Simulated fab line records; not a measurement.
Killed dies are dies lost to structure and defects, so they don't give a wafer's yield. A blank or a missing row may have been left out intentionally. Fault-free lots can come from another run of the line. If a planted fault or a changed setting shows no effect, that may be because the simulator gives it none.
fab line records ; flow n5-finfet ; part 1 of 2: steps 1 to 27 of 32
[record] lots = 5; wafers = 15; last-day = 17
route steps=1938 shown BEOL_M13@1702 BEOL_M14@1716
lots with no fault: from the same line, run without faults
start-h: start of the lot's first displayed wafer, in hours after the record's first day ; wait-h: hours from the lot's prior step to this one ; " unchanged from the row above ; L1.1+2: several wafers, shown together as one row ; - value missing, or start not given ; * or withheld: withheld ; < > ~ a bound
route shown NAME@n: names a module that has steps shown in the file, with the first one's number in the route ; usual: mean/standard deviation taken from wafers without a fault ; same: alike in all rows ; chamber/n: place in a boat ; sites: the reading at each site ; _std_site: standard deviation of those values ; _edge_site: the outer-site mean with the inner-site mean subtracted ; radius-mm: for every site, how far away it sits from the centre of the wafer ; mask NAME#n: copy n ; behind: the tool/chamber that last shaped the wafer ; hold: reason for holding the lot/hours on hold/outcome of the hold ; device: the transistor (n, p or np) that didn't switch ; end of line: the same wafers' tests at the end of the route ; a step given without rows: its recipe and nothing more ; killed: not the wafer's yield, but the dies lost to structure and defects at the first sort ; map: the dies of a wafer, with x for killed, . for not killed, _ for no die there
set.NAME: the setting the step ran with; set.NAME@STEP: the setting that earlier step ran with ; model.NAME: the simulator's own value behind a step, which no gauge read
lots at some steps of the route; a table a step, a row a wafer
services: when a tool's chamber went out of use (start-h, in hours from the record's first day, below 0 if earlier), for how many hours, and the reason
[[steps]]
[step N5_BEOL_M13_SRD_40]
[recipe] time-s = 30; temp-c = 23; rinse-liquid = diw; dry = n2-spin; spin-rpm = 1500; dry-time-s = 30
[usual] spin-rpm = 1500.0/0.83
lot.wafer;tool;chamber;start-h;wait-h;spin-rpm
L076.1;wet-bench-01;2;253.75;0.0;1500.4
L076.2;wet-bench-01;5;253.75;0.0;1500.1
L076.5;wet-bench-01;6;253.75;0.0;1498.8
L083.2;wet-bench-04;0;301.61;0.0;1500.7
L083.5;wet-bench-04;5;301.61;0.0;1500.4
L083.6;wet-bench-04;4;301.61;0.0;1501.1
L084.3;wet-bench-04;1;302.55;0.0;1499.8
L084.5;wet-bench-04;7;302.55;0.0;1499.2
L084.6;wet-bench-04;6;302.55;0.0;1499.2
L092.1;wet-bench-04;0;347.94;0.0;1500.2
L092.3;wet-bench-04;3;347.94;0.0;1500.9
L092.6;wet-bench-04;7;347.94;0.0;1499.7
L096.2;wet-bench-04;6;378.74;0.0;1500.1
L096.3;wet-bench-04;5;378.74;0.0;1499.6
L096.5;wet-bench-04;3;378.74;0.0;1499.2
[step N5_BEOL_M13_DEGAS_41]
[recipe] ambient = vacuum; temp-c = 250; time-s = 60
[usual] heater-power-w = 326/32
lot.wafer;tool;chamber;start-h;wait-h;heater-power-w
L076.1;pvd-sputter-01;-;254.00;0.2;279
L076.2;pvd-sputter-01;-;254.00;0.2;334
L076.5;pvd-sputter-01;-;254.00;0.2;338
L083.2;pvd-sputter-02;-;301.76;0.1;296
L083.5;pvd-sputter-02;-;301.76;0.1;364
L083.6;pvd-sputter-02;-;301.76;0.1;344
L084.3;pvd-sputter-01;-;303.12;0.5;335
L084.5;pvd-sputter-01;-;303.12;0.5;334
L084.6;pvd-sputter-01;-;303.12;0.5;353
L092.1;pvd-sputter-01;-;348.02;0.1;265
L092.3;pvd-sputter-01;-;348.02;0.1;336
L092.6;pvd-sputter-01;-;348.02;0.1;265
L096.2;pvd-sputter-03;-;378.86;0.1;266
L096.3;pvd-sputter-03;-;378.86;0.1;365
L096.5;pvd-sputter-03;-;378.86;0.1;352
[step N5_BEOL_M13_PRE_CLEAN_42]
[recipe] gas = H2/He; time-s = 30; temp-c = 250
[usual] heater-power-w = 327/31
lot.wafer;tool;chamber;start-h;wait-h;heater-power-w
L076.1;pvd-sputter-01;-;254.04;0.0;274
L076.2;pvd-sputter-01;-;254.04;0.0;340
L076.5;pvd-sputter-01;-;254.04;0.0;333
L083.2;pvd-sputter-02;-;301.80;0.0;299
L083.5;pvd-sputter-02;-;301.80;0.0;361
L083.6;pvd-sputter-02;-;301.80;0.0;350
L084.3;pvd-sputter-01;-;303.16;0.0;348
L084.5;pvd-sputter-01;-;303.16;0.0;336
L084.6;pvd-sputter-01;-;303.16;0.0;355
L092.1;pvd-sputter-01;-;348.06;0.0;268
L092.3;pvd-sputter-01;-;348.06;0.0;332
L092.6;pvd-sputter-01;-;348.06;0.0;267
L096.2;pvd-sputter-03;-;378.90;0.0;266
L096.3;pvd-sputter-03;-;378.90;0.0;365
L096.5;pvd-sputter-03;-;378.90;0.0;373
[step N5_BEOL_M13_SPUTTER_43]
[recipe] material = TaN; target-thk-a = 150; temp-c = 50; bias-v = 168.6; power-w = 15000; chamber-pressure-pa = 0.12; time-s = 24.19
[usual] throttle-valve-pct = 29.6/0.86
lot.wafer;tool;chamber;start-h;wait-h;throttle-valve-pct
L076.1;pvd-sputter-01;-;254.08;0.0;29.9
L076.2;pvd-sputter-01;-;254.08;0.0;27.5
L076.5;pvd-sputter-01;-;254.08;0.0;27.7
L083.2;pvd-sputter-02;-;301.84;0.0;30.9
L083.5;pvd-sputter-02;-;301.84;0.0;30.3
L083.6;pvd-sputter-02;-;301.84;0.0;29.6
L084.3;pvd-sputter-01;-;303.20;0.0;27.7
L084.5;pvd-sputter-01;-;303.20;0.0;29.3
L084.6;pvd-sputter-01;-;303.20;0.0;29.7
L092.1;pvd-sputter-01;-;348.10;0.0;29.6
L092.3;pvd-sputter-01;-;348.10;0.0;29.4
L092.6;pvd-sputter-01;-;348.10;0.0;29.6
L096.2;pvd-sputter-03;-;378.94;0.0;28.9
L096.3;pvd-sputter-03;-;378.94;0.0;30.5
L096.5;pvd-sputter-03;-;378.94;0.0;30.5
[step N5_BEOL_M13_SPUTTER_44]
[recipe] material = Ta; target-thk-a = 100; temp-c = 50; bias-v = 80; power-w = 15000; chamber-pressure-pa = 0.07; time-s = 16.13
[usual] throttle-valve-pct = 29.6/0.87
lot.wafer;tool;chamber;start-h;wait-h;throttle-valve-pct
L076.1;pvd-sputter-01;-;254.16;0.0;29.8
L076.2;pvd-sputter-01;-;254.16;0.0;27.3
L076.5;pvd-sputter-01;-;254.16;0.0;27.3
L083.2;pvd-sputter-02;-;301.92;0.0;30.6
L083.5;pvd-sputter-02;-;301.92;0.0;30.6
L083.6;pvd-sputter-02;-;301.92;0.0;29.7
L084.3;pvd-sputter-01;-;303.28;0.0;27.6
L084.5;pvd-sputter-01;-;303.28;0.0;29.3
L084.6;pvd-sputter-01;-;303.28;0.0;29.6
L092.1;pvd-sputter-01;-;348.18;0.0;29.7
L092.3;pvd-sputter-01;-;348.18;0.0;29.3
L092.6;pvd-sputter-01;-;348.18;0.0;29.5
L096.2;pvd-sputter-03;-;379.02;0.0;28.8
L096.3;pvd-sputter-03;-;379.02;0.0;30.5
L096.5;pvd-sputter-03;-;379.02;0.0;30.4
[step N5_BEOL_M13_SPUTTER_45]
[recipe] material = Cu; target-thk-a = 800; temp-c = -20; bias-v = 60; power-w = 26000; chamber-pressure-pa = 0.13; time-s = 13.33
[usual] chuck-gas-flow-sccm = 1.29/0.052; chuck-sensor-temp-C = -16.0/0.39; throttle-valve-pct = 29.6/0.88
lot.wafer;tool;chamber;start-h;wait-h;chuck-gas-flow-sccm;chuck-sensor-temp-C;throttle-valve-pct
L076.1;pvd-sputter-01;-;254.24;0.0;1.22;-16.1;30.1
L076.2;pvd-sputter-01;-;254.24;0.0;1.22;-15.9;27.5
L076.5;pvd-sputter-01;-;254.24;0.0;1.22;-15.8;27.6
L083.2;pvd-sputter-02;-;302.00;0.0;1.31;-16.2;30.5
L083.5;pvd-sputter-02;-;302.00;0.0;1.27;-16.0;30.4
L083.6;pvd-sputter-02;-;302.00;0.0;1.25;-16.9;29.4
L084.3;pvd-sputter-01;-;303.36;0.0;1.27;-15.7;27.5
L084.5;pvd-sputter-01;-;303.36;0.0;1.31;-16.5;29.2
L084.6;pvd-sputter-01;-;303.36;0.0;1.26;-15.5;29.9
L092.1;pvd-sputter-01;-;348.26;0.0;1.24;-16.1;29.5
L092.3;pvd-sputter-01;-;348.26;0.0;1.44;-16.6;29.4
L092.6;pvd-sputter-01;-;348.26;0.0;1.20;-16.1;29.8
L096.2;pvd-sputter-03;-;379.10;0.0;1.36;-16.2;28.9
L096.3;pvd-sputter-03;-;379.10;0.0;1.29;-15.7;30.3
L096.5;pvd-sputter-03;-;379.10;0.0;1.35;-15.8;30.5
[step N5_BEOL_M13_ECD_47]
[recipe] material = Cu; target-thk-a = 9360
lot.wafer;tool;chamber;start-h;wait-h
L076.1+2+5;ecd-cu-01;0,1,1;254.35;0.1
L083.2+5+6;ecd-cu-02;1,1,0;302.11;0.1
L084.3+5+6;ecd-cu-02;1,1,0;303.54;0.1
L092.1+3+6;ecd-cu-02;1,0,1;348.38;0.1
L096.2+3+5;ecd-cu-02;1;379.21;0.1
[step N5_BEOL_M13_ANNEAL_48]
[recipe] temp-c = 225; time-s = 90; ambient = N2
[usual] wafer_temp_C_max = 226.0/0.41
lot.wafer;tool;chamber;start-h;wait-h;wafer_temp_C_max
L076.1;rtp-anneal-02;0;254.52;0.1;225.2
L076.2;rtp-anneal-02;0;254.52;0.1;225.6
L076.5;rtp-anneal-02;0;254.52;0.1;225.7
L083.2;rtp-anneal-02;0;302.32;0.2;225.3
L083.5;rtp-anneal-02;0;302.32;0.2;225.5
L083.6;rtp-anneal-02;0;302.32;0.2;225.4
L084.3;rtp-anneal-01;0;304.68;1.1;226.1
L084.5;rtp-anneal-01;0;304.68;1.1;226.0
L084.6;rtp-anneal-01;0;304.68;1.1;227.0
L092.1;rtp-anneal-01;0;348.54;0.1;226.4
L092.3;rtp-anneal-01;0;348.54;0.1;226.6
L092.6;rtp-anneal-01;0;348.54;0.1;226.2
L096.2;rtp-anneal-01;0;379.77;0.5;226.5
L096.3;rtp-anneal-01;0;379.77;0.5;225.7
L096.5;rtp-anneal-01;0;379.77;0.5;226.5
[step N5_BEOL_M13_CMP_49]
[recipe] stop-on = SiOC; t-overpolish-s = 17.1; down-force-psi = 1; platen-rpm = 50; clearing-platen-down-force-psi = 1.5; clearing-platen-rpm = 50; post-cmp-clean = cu-alkaline; target-thk-nm = 420; clearing-platen-pad-velocity-m-s = 0.99484; pad-velocity-m-s = 0.99484
[usual] barrier-field-endpoint-s = 30.6/1.1; clearing-platen-rpm = 50.001/0.023; motor-current-A = 6.1/0.48; overpolish-run-s = 17.100/0.0094; slurry-flow-ml-min = 150.0/0.44
lot.wafer;tool;chamber;start-h;wait-h;barrier-field-endpoint-s;clearing-platen-rpm;motor-current-A;overpolish-run-s;slurry-flow-ml-min
L076.2;cmp-01;2;254.83;0.2;30.7;49.986;6.5;17.095;150.2
L076.1;cmp-01;1;254.83;0.2;33.1;50.009;6.1;17.109;150.1
L076.5;cmp-01;2;254.83;0.2;30.9;50.010;6.5;17.099;150.4
L083.2;cmp-02;1;302.69;0.3;29.3;50.002;6.6;17.085;150.5
L083.5;cmp-02;2;302.69;0.3;29.0;49.986;5.8;17.090;150.1
L083.6;cmp-02;3;302.69;0.3;30.7;49.971;5.9;17.121;150.3
L084.3;cmp-02;2;304.98;0.3;30.4;49.995;5.7;17.101;149.8
L084.6;cmp-02;0;304.98;0.3;31.7;49.991;6.4;17.109;150.0
L084.5;cmp-02;1;304.98;0.3;30.9;49.996;7.1;17.089;150.1
L092.1;cmp-02;0;348.84;0.3;31.5;49.991;6.2;17.097;150.5
L092.3;cmp-02;2;348.84;0.3;29.3;50.005;5.5;17.102;149.8
L092.6;cmp-02;1;348.84;0.3;30.2;50.031;6.7;17.112;149.7
L096.2;cmp-04;2;380.02;0.2;29.5;49.982;5.4;17.098;149.5
L096.3;cmp-04;1;380.02;0.2;30.4;49.973;6.2;17.094;150.2
L096.5;cmp-04;2;380.02;0.2;30.6;49.995;5.5;17.081;149.6
[step N5_BEOL_M13_THK_MEAS_50]
[recipe] thk-meas-gauge = xrf; reads = Cu_of_BEOL_M13_ECD_47
[usual] M13_THK = 427/10
lot.wafer;tool;chamber;start-h;wait-h;M13_THK[nm]
L076.1;film-metro-02;-;255.13;-;417
L076.2;film-metro-02;-;255.13;-;435
L076.5;film-metro-02;-;255.13;-;445
L083.2;film-metro-02;-;302.87;-;417
L083.5;film-metro-02;-;302.87;-;412
L083.6;film-metro-02;-;302.87;-;430
L084.3;film-metro-02;-;305.20;-;422
L084.5;film-metro-02;-;305.20;-;415
L084.6;film-metro-02;-;305.20;-;443
L092.1;film-metro-02;-;349.14;-;444
L092.3;film-metro-02;-;349.14;-;430
L092.6;film-metro-02;-;349.14;-;427
L096.2;film-metro-02;-;380.32;-;416
L096.3;film-metro-02;-;380.32;-;434
L096.5;film-metro-02;-;380.32;-;416
[step N5_BEOL_M13_PRE_CLEAN_52]
[recipe] gas = NH3; time-s = 15; temp-c = withheld; rf-power-w = 300
lot.wafer;tool;chamber;start-h;wait-h
L076.1+2+5;pecvd-03;1,0,0;255.17;0.0
L083.2+5+6;pecvd-03;0,0,2;302.91;0.0
L084.3+5+6;pecvd-01;1,1,2;305.24;0.0
L092.1+3+6;pecvd-01;0,2,0;349.17;0.0
L096.2+3+5;pecvd-03;1,0,0;380.35;0.0
[step N5_BEOL_M13_DEP_53]
[recipe] material = SiCN; target-thk-a = 500; temp-c = withheld; precursor = 3MS/NH3; pressure-torr = 3; rf-w = 675; time-s = 17.8
[usual] showerhead-plenum-p-Torr = 4.174/0.014; throttle-valve-pct = 17.9/0.98
lot.wafer;tool;chamber;start-h;wait-h;showerhead-plenum-p-Torr;throttle-valve-pct
L076.1;pecvd-03;1;255.20;0.0;4.176;18.6
L076.2;pecvd-03;0;255.20;0.0;4.192;18.9
L076.5;pecvd-03;0;255.20;0.0;4.188;18.7
L083.2;pecvd-03;0;302.93;0.0;4.181;18.8
L083.5;pecvd-03;0;302.93;0.0;4.187;19.0
L083.6;pecvd-03;2;302.93;0.0;4.155;16.0
L084.3;pecvd-01;1;305.26;0.0;4.161;17.4
L084.5;pecvd-01;1;305.26;0.0;4.158;17.7
L084.6;pecvd-01;2;305.26;0.0;4.190;17.3
L092.1;pecvd-01;0;349.20;0.0;4.165;18.1
L092.3;pecvd-01;2;349.20;0.0;4.191;17.7
L092.6;pecvd-01;0;349.20;0.0;4.166;17.8
L096.2;pecvd-03;1;380.38;0.0;4.163;18.8
L096.3;pecvd-03;0;380.38;0.0;4.176;18.6
L096.5;pecvd-03;0;380.38;0.0;4.183;19.0
[step N5_BEOL_M13_RS_MEAS_54]
[recipe] thk-meas-gauge = four-point-probe; reads = Cu_of_BEOL_M13_ECD_47+Ta_of_BEOL_M13_SPUTTER_44+TaN_of_BEOL_M13_SPUTTER_43
[usual] M13_RS = 0.0454/0.0011
lot.wafer;tool;chamber;start-h;wait-h;M13_RS[ohm/sq]
L076.1;film-metro-01;-;255.29;0.1;0.0467
L076.2;film-metro-01;-;255.29;0.1;0.0446
L076.5;film-metro-01;-;255.29;0.1;0.0438
L083.2;film-metro-01;-;303.00;0.1;0.0457
L083.5;film-metro-01;-;303.00;0.1;0.0462
L083.6;film-metro-01;-;303.00;0.1;0.0442
L084.3;film-metro-02;-;305.33;0.1;0.0456
L084.5;film-metro-02;-;305.33;0.1;0.0465
L084.6;film-metro-02;-;305.33;0.1;0.0434
L092.1;film-metro-02;-;349.27;0.0;0.0435
L092.3;film-metro-02;-;349.27;0.0;0.0449
L092.6;film-metro-02;-;349.27;0.0;0.0452
L096.2;film-metro-02;-;380.45;0.1;0.0461
L096.3;film-metro-02;-;380.45;0.1;0.0444
L096.5;film-metro-02;-;380.45;0.1;0.0462
[step N5_BEOL_M13_INSPECT_55]
[recipe] inspect-instrument = darkfield; mode = post-dep
[usual] raw-defect-count = 69/20
lot.wafer;tool;chamber;start-h;wait-h;raw-defect-count
L076.1;defect-inspect-02;-;255.31;0.0;78
L076.2;defect-inspect-02;-;255.31;0.0;76
L076.5;defect-inspect-02;-;255.31;0.0;71
L083.2;defect-inspect-02;-;303.02;0.0;57
L083.5;defect-inspect-02;-;303.02;0.0;48
L083.6;defect-inspect-02;-;303.02;0.0;53
L084.3;defect-inspect-02;-;305.35;0.0;78
L084.5;defect-inspect-02;-;305.35;0.0;67
L084.6;defect-inspect-02;-;305.35;0.0;67
L092.1;defect-inspect-02;-;349.29;0.0;54
L092.3;defect-inspect-02;-;349.29;0.0;37
L092.6;defect-inspect-02;-;349.29;0.0;51
L096.2;defect-inspect-01;-;380.47;0.0;63
L096.3;defect-inspect-01;-;380.47;0.0;80
L096.5;defect-inspect-01;-;380.47;0.0;92
[step N5_BEOL_M14_ILD_DEP_00]
[recipe] material = SiO2; target-thk-a = 11193; temp-c = 400; precursor = TEOS/O2; pressure-torr = 6.5; rf-w = 900; teos-flow-sccm = 161.4; gas = O2; flow-sccm = 2650; time-s = 237.4
[usual] heater-power-w = 562/130; showerhead-plenum-p-Torr = 8.34/0.045; throttle-valve-pct = 19.0/1.1
lot.wafer;tool;chamber;start-h;wait-h;heater-power-w;showerhead-plenum-p-Torr;throttle-valve-pct
L076.1;pecvd-02;0;255.35;0.0;561;8.40;17.6
L076.2;pecvd-02;1;255.35;0.0;588;8.35;19.7
L076.5;pecvd-02;2;255.35;0.0;469;8.40;18.0
L083.2;pecvd-01;0;303.06;0.0;565;8.33;18.5
L083.5;pecvd-01;2;303.06;0.0;514;8.38;17.9
L083.6;pecvd-01;1;303.06;0.0;421;8.34;18.1
L084.3;pecvd-04;0;305.39;0.0;841;8.30;18.6
L084.5;pecvd-04;2;305.39;0.0;618;8.31;20.9
L084.6;pecvd-04;1;305.39;0.0;386;8.26;19.5
L092.1;pecvd-04;0;349.33;0.0;861;8.33;18.3
L092.3;pecvd-04;2;349.33;0.0;633;8.33;20.9
L092.6;pecvd-04;0;349.33;0.0;804;8.32;18.5
L096.2;pecvd-04;2;380.51;0.0;518;8.32;21.4
L096.3;pecvd-04;1;380.51;0.0;389;8.26;19.5
L096.5;pecvd-04;2;380.51;0.0;561;8.31;21.2
[step N5_BEOL_M14_THK_MEAS_01]
[recipe] reads = SiO2_of_BEOL_M14_ILD_DEP_00
[usual] M14_ILD_THK = 1120/15
lot.wafer;tool;chamber;start-h;wait-h;M14_ILD_THK[nm]
L076.1;film-metro-02;-;255.54;0.1;1106
L076.2;film-metro-02;-;255.54;0.1;1111
L076.5;film-metro-02;-;255.54;0.1;1118
L083.2;film-metro-01;-;303.25;0.1;1122
L083.5;film-metro-01;-;303.25;0.1;1149
L083.6;film-metro-01;-;303.25;0.1;1158
L084.3;film-metro-02;-;305.58;0.1;1094
L084.5;film-metro-02;-;305.58;0.1;1128
L084.6;film-metro-02;-;305.58;0.1;1119
L092.1;film-metro-01;-;349.60;0.2;1111
L092.3;film-metro-01;-;349.60;0.2;1142
L092.6;film-metro-01;-;349.60;0.2;1133
L096.2;film-metro-01;-;380.70;0.1;1112
L096.3;film-metro-01;-;380.70;0.1;1110
L096.5;film-metro-01;-;380.70;0.1;1125
[step N5_BEOL_M14_COAT_58]
[recipe] resist = BARC; temp-c = 205; time-s = 60; spin-rpm = 1500; resist-thk-nm = 89
[usual] dispense-pressure-kPa = 51.6/2.9
lot.wafer;tool;chamber;start-h;wait-h;dispense-pressure-kPa
L076.1;litho-track-05;0;255.57;0.0;49.6
L076.2;litho-track-05;0;255.57;0.0;49.6
L076.5;litho-track-05;0;255.57;0.0;49.7
L083.2;litho-track-02;0;303.28;0.0;54.7
L083.5;litho-track-02;0;303.28;0.0;54.7
L083.6;litho-track-02;0;303.28;0.0;54.7
L084.3;litho-track-02;0;305.61;0.0;54.7
L084.5;litho-track-02;0;305.61;0.0;54.7
L084.6;litho-track-02;0;305.61;0.0;54.7
L092.1;litho-track-05;0;349.63;0.0;49.6
L092.3;litho-track-05;0;349.63;0.0;49.6
L092.6;litho-track-05;0;349.63;0.0;49.6
L096.2;litho-track-02;0;380.73;0.0;54.7
L096.3;litho-track-02;0;380.73;0.0;54.8
L096.5;litho-track-02;0;380.73;0.0;54.8
[step N5_BEOL_M14_COAT_04]
[recipe] spin-rpm = 1704; resist-thk-nm = 800
[usual] dispense-pressure-kPa = 51.6/2.9
lot.wafer;tool;chamber;start-h;wait-h;dispense-pressure-kPa
L076.1;litho-track-05;0;-;-;49.7
L076.2;litho-track-05;0;-;-;49.6
L076.5;litho-track-05;0;-;-;49.7
L083.2;litho-track-02;0;-;-;54.8
L083.5;litho-track-02;0;-;-;54.8
L083.6;litho-track-02;0;-;-;54.7
L084.3;litho-track-02;0;-;-;54.8
L084.5;litho-track-02;0;-;-;54.8
L084.6;litho-track-02;0;-;-;54.8
L092.1;litho-track-05;0;-;-;49.5
L092.3;litho-track-05;0;-;-;49.5
L092.6;litho-track-05;0;-;-;49.5
L096.2;litho-track-02;0;-;-;54.7
L096.3;litho-track-02;0;-;-;54.7
L096.5;litho-track-02;0;-;-;54.7
[step N5_BEOL_M14_EBR_06]
[recipe] solvent = PGMEA; ebr-width-mm = 1.5
[same] ebr-width-mm = 1.5
lot.wafer;tool;chamber;start-h;wait-h
L076.1+2+5;litho-track-05;0;-;-
L083.2+5+6;litho-track-02;0;-;-
L084.3+5+6;litho-track-02;0;-;-
L092.1+3+6;litho-track-05;0;-;-
L096.2+3+5;litho-track-02;0;-;-
[step N5_BEOL_M14_SOFTBAKE_05]
[recipe] temp-c = 130; time-s = 60
lot.wafer;tool;chamber;start-h;wait-h
L076.1+2+5;litho-track-05;0;-;-
L083.2+5+6;litho-track-02;0;-;-
L084.3+5+6;litho-track-02;0;-;-
L092.1+3+6;litho-track-05;0;-;-
L096.2+3+5;litho-track-02;0;-;-
[step N5_BEOL_M14_EXPOSE_07]
[recipe] mask-id = V13; na = 0.8; source-shape = annular; sigma-inner = 0.5; sigma-outer = 0.8; polarization = unpolarized; attpsm-phase-deg = 180; dose-mj = 57
lot.wafer;tool;chamber;start-h;wait-h;mask
L076.1+2+5;krf-scanner-02;0;255.67;-;V13#0
L083.2+5+6;krf-scanner-01;0;303.39;-;V13#0
L084.3+5+6;krf-scanner-02;0;305.85;-;V13#0
L092.1+3+6;krf-scanner-02;0;349.73;-;V13#0
L096.2+3+5;krf-scanner-01;0;380.83;-;V13#0
[step N5_BEOL_M14_PEB_08]
[recipe] peb-temp-c = 130; peb-time-s = 90
lot.wafer;tool;chamber;start-h;wait-h
L076.1+2+5;litho-track-05;0;255.73;0.1
L083.2+5+6;litho-track-05;0;303.44;0.0
L084.3+5+6;litho-track-02;0;305.90;0.0
L092.1+3+6;litho-track-05;0;349.79;0.1
L096.2+3+5;litho-track-05;0;380.89;0.0
[step N5_BEOL_M14_DEVELOP_09]
[recipe] develop-time-s = 45; rinse-liquid = diw; dry = air-spin; dev-temp-c = 21
lot.wafer;tool;chamber;start-h;wait-h
L076.1+2+5;litho-track-05;0;-;-
L083.2+5+6;litho-track-05;0;-;-
L084.3+5+6;litho-track-02;0;-;-
L092.1+3+6;litho-track-05;0;-;-
L096.2+3+5;litho-track-05;0;-;-
[step N5_BEOL_M14_HARDBAKE_14]
[recipe] temp-c = 130; time-s = 120
lot.wafer;tool;chamber;start-h;wait-h
L076.1+2+5;litho-track-05;0;-;-
L083.2+5+6;litho-track-05;0;-;-
L084.3+5+6;litho-track-02;0;-;-
L092.1+3+6;litho-track-05;0;-;-
L096.2+3+5;litho-track-05;0;-;-
[step N5_BEOL_M14_CD_MEAS_10]
[recipe] target-cd-nm = 250; landing-energy-ev = 500; detector = se-inlens; polarity = opening
[usual] cd-nm = 250.2/1.6
lot.wafer;tool;chamber;start-h;wait-h;cd-nm
L076.1;cd-sem-03;0;255.85;-;252.6
L076.2;cd-sem-03;0;255.85;-;250.2
L076.5;cd-sem-03;0;255.85;-;249.4
L083.2;cd-sem-03;0;303.56;-;248.1
L083.5;cd-sem-03;0;303.56;-;247.3
L083.6;cd-sem-03;0;303.56;-;247.2
L084.3;cd-sem-01;0;306.01;-;251.8
L084.5;cd-sem-01;0;306.01;-;253.3
L084.6;cd-sem-01;0;306.01;-;250.0
L092.1;cd-sem-01;0;349.90;-;250.5
L092.3;cd-sem-01;0;349.90;-;251.6
L092.6;cd-sem-01;0;349.90;-;251.3
L096.2;cd-sem-02;0;381.00;-;251.7
L096.3;cd-sem-02;0;381.00;-;253.4
L096.5;cd-sem-02;0;381.00;-;250.4
[step N5_BEOL_M14_OVL_MEAS_11]
[recipe] points-per-wafer = 44
[usual] V13_OVL = -2/5.8
lot.wafer;tool;chamber;start-h;wait-h;V13_OVL[nm]
L076.1;overlay-01;0;255.88;0.0;7
L076.2;overlay-01;0;255.88;0.0;-8
L076.5;overlay-01;0;255.88;0.0;3
L083.2;overlay-01;0;303.59;0.0;-5
L083.5;overlay-01;0;303.59;0.0;-5
L083.6;overlay-01;0;303.59;0.0;-1
L084.3;overlay-01;0;306.04;0.0;-2
L084.5;overlay-01;0;306.04;0.0;-1
L084.6;overlay-01;0;306.04;0.0;-10
L092.1;overlay-01;0;349.93;0.0;6
L092.3;overlay-01;0;349.93;0.0;5
L092.6;overlay-01;0;349.93;0.0;-4
L096.2;overlay-01;0;381.03;0.0;-8
L096.3;overlay-01;0;381.03;0.0;-14
L096.5;overlay-01;0;381.03;0.0;-5
[step N5_BEOL_M14_INSPECT_12]
[recipe] mode = adi; inspect-instrument = macro
[usual] raw-defect-count = 1.8/1.3
lot.wafer;tool;chamber;start-h;wait-h;raw-defect-count
L076.1;defect-inspect-02;-;255.90;0.0;1
L076.2;defect-inspect-02;-;255.90;0.0;2
L076.5;defect-inspect-02;-;255.90;0.0;1
L083.2;defect-inspect-02;-;303.61;0.0;2
L083.5;defect-inspect-02;-;303.61;0.0;1
L083.6;defect-inspect-02;-;303.61;0.0;1
L084.3;defect-inspect-01;-;306.07;0.0;0
L084.5;defect-inspect-01;-;306.07;0.0;3
L084.6;defect-inspect-01;-;306.07;0.0;1
L092.1;defect-inspect-02;-;349.96;0.0;1
L092.3;defect-inspect-02;-;349.96;0.0;2
L092.6;defect-inspect-02;-;349.96;0.0;3
L096.2;defect-inspect-02;-;381.06;0.0;2
L096.3;defect-inspect-02;-;381.06;0.0;1
L096.5;defect-inspect-02;-;381.06;0.0;3
